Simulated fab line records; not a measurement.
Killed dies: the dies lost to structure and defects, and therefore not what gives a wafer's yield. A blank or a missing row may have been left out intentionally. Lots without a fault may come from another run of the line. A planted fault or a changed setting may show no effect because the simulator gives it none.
Chamber matching || flow nand_harc || rie_diel-10 running NHARC_A_STAIRCASE_ETCH_271: 4 sister chambers
The step etches the open film in CF4/CHF3. 16 wafers are shown with their chamber, then 8 later ones without.

WAFERS WITH THEIR CHAMBER
{"wafer": "L076.2", "chamber": 0, "cf4_flow_sccm (sccm)": 99.83, "showerhead_plenum_p_Torr (Torr)": 1.54, "throttle_valve_pct (%)": 16.792}
{"wafer": "L076.4", "chamber": 1, "cf4_flow_sccm (sccm)": 100.09, "showerhead_plenum_p_Torr (Torr)": 1.48, "throttle_valve_pct (%)": 16.802}
{"wafer": "L076.5", "chamber": 3, "cf4_flow_sccm (sccm)": 99.63, "showerhead_plenum_p_Torr (Torr)": 1.46, "throttle_valve_pct (%)": 16.818}
{"wafer": "L075.1", "chamber": 0, "cf4_flow_sccm (sccm)": 99.80, "showerhead_plenum_p_Torr (Torr)": 1.54, "throttle_valve_pct (%)": 16.805}
{"wafer": "L075.3", "chamber": 3, "cf4_flow_sccm (sccm)": 99.34, "showerhead_plenum_p_Torr (Torr)": 1.46, "throttle_valve_pct (%)": 16.814}
{"wafer": "L075.6", "chamber": 0, "cf4_flow_sccm (sccm)": 100.16, "showerhead_plenum_p_Torr (Torr)": 1.54, "throttle_valve_pct (%)": 16.821}
{"wafer": "L078.1", "chamber": 2, "cf4_flow_sccm (sccm)": 99.73, "showerhead_plenum_p_Torr (Torr)": 1.58, "throttle_valve_pct (%)": 16.802}
{"wafer": "L078.2", "chamber": 1, "cf4_flow_sccm (sccm)": 99.96, "showerhead_plenum_p_Torr (Torr)": 1.48, "throttle_valve_pct (%)": 16.806}
{"wafer": "L078.5", "chamber": 0, "cf4_flow_sccm (sccm)": 99.51, "showerhead_plenum_p_Torr (Torr)": 1.54, "throttle_valve_pct (%)": 16.797}
{"wafer": "L083.1", "chamber": 1, "cf4_flow_sccm (sccm)": 100.35, "showerhead_plenum_p_Torr (Torr)": 1.48, "throttle_valve_pct (%)": 16.804}
{"wafer": "L083.2", "chamber": 0, "cf4_flow_sccm (sccm)": 100.46, "showerhead_plenum_p_Torr (Torr)": 1.53, "throttle_valve_pct (%)": 16.809}
{"wafer": "L083.3", "chamber": 3, "cf4_flow_sccm (sccm)": 99.66, "showerhead_plenum_p_Torr (Torr)": 1.69, "throttle_valve_pct (%)": 16.814}
{"wafer": "L085.1", "chamber": 0, "cf4_flow_sccm (sccm)": 100.19, "showerhead_plenum_p_Torr (Torr)": 1.53, "throttle_valve_pct (%)": 16.809}
{"wafer": "L085.2", "chamber": 1, "cf4_flow_sccm (sccm)": 100.08, "showerhead_plenum_p_Torr (Torr)": 1.48, "throttle_valve_pct (%)": 16.807}
{"wafer": "L085.6", "chamber": 2, "cf4_flow_sccm (sccm)": 99.67, "showerhead_plenum_p_Torr (Torr)": 1.57, "throttle_valve_pct (%)": 16.812}
{"wafer": "L087.1", "chamber": 2, "cf4_flow_sccm (sccm)": 99.74, "showerhead_plenum_p_Torr (Torr)": 1.57, "throttle_valve_pct (%)": 16.807}

SIGNATURES (means of the wafers above)
{"reading": "cf4_flow_sccm", "chamber 0": 99.9917, "chamber 1": 100.1200, "chamber 2": 99.7133, "chamber 3": 99.5433, "scatter within a chamber": 0.246}
{"reading": "showerhead_plenum_p_Torr", "chamber 0": 1.5367, "chamber 1": 1.4800, "chamber 2": 1.5733, "chamber 3": 1.5367, "scatter within a chamber": 0.0544}
{"reading": "throttle_valve_pct", "chamber 0": 16.80550, "chamber 1": 16.80475, "chamber 2": 16.80700, "chamber 3": 16.81533, "scatter within a chamber": 0.00704}
Rule: a wafer lies at a distance from a chamber equal to the root of the sum of squares, over the readings, of (its reading less the chamber's mean, divided by the reading's scatter). The wafer belongs to the nearest chamber; if the next one is less than 2 further off, it can't be placed. The scatter: the root of (the sum of the squares of (reading less its chamber's mean) over the shown wafers, divided by (wafers less chambers)).

WAFERS WHOSE CHAMBER IS MISSING
{"wafer": "L087.4", "cf4_flow_sccm (sccm)": 100.53, "showerhead_plenum_p_Torr (Torr)": 1.47, "throttle_valve_pct (%)": 16.796}
{"wafer": "L087.6", "cf4_flow_sccm (sccm)": 100.12, "showerhead_plenum_p_Torr (Torr)": 1.69, "throttle_valve_pct (%)": 16.790}
{"wafer": "L088.2", "cf4_flow_sccm (sccm)": 99.62, "showerhead_plenum_p_Torr (Torr)": 1.47, "throttle_valve_pct (%)": 16.798}
{"wafer": "L088.3", "cf4_flow_sccm (sccm)": 99.99, "showerhead_plenum_p_Torr (Torr)": 1.53, "throttle_valve_pct (%)": 16.790}
{"wafer": "L088.5", "cf4_flow_sccm (sccm)": 99.47, "showerhead_plenum_p_Torr (Torr)": 1.57, "throttle_valve_pct (%)": 16.811}
{"wafer": "L090.2", "cf4_flow_sccm (sccm)": 100.29, "showerhead_plenum_p_Torr (Torr)": 1.53, "throttle_valve_pct (%)": 16.811}
{"wafer": "L090.3", "cf4_flow_sccm (sccm)": 99.62, "showerhead_plenum_p_Torr (Torr)": 1.69, "throttle_valve_pct (%)": 16.812}
{"wafer": "L090.5", "cf4_flow_sccm (sccm)": 99.58, "showerhead_plenum_p_Torr (Torr)": 1.47, "throttle_valve_pct (%)": 16.808}

CHAMBER TAKEN BY EACH
{"wafer": "L087.4", "from the rows above": "can't be placed: 1 or 0", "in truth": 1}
{"wafer": "L087.6", "from the rows above": "can't be placed: 0 or 2 or 1 or 3", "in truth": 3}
{"wafer": "L088.2", "from the rows above": "can't be placed: 0 or 1 or 2 or 3", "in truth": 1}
{"wafer": "L088.3", "from the rows above": "can't be placed: 0 or 1 or 2 or 3", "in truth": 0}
{"wafer": "L088.5", "from the rows above": "can't be placed: 3 or 2 or 0", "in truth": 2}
{"wafer": "L090.2", "from the rows above": "can't be placed: 0 or 1 or 2 or 3", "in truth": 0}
{"wafer": "L090.3", "from the rows above": "can't be placed: 2 or 3 or 0", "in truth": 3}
{"wafer": "L090.5", "from the rows above": "can't be placed: 3 or 2 or 0 or 1", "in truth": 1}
0 of 8 placed correctly. Can't be placed from these rows: 8 (the true chamber is among the candidates in 8). Placed wrongly: 0.
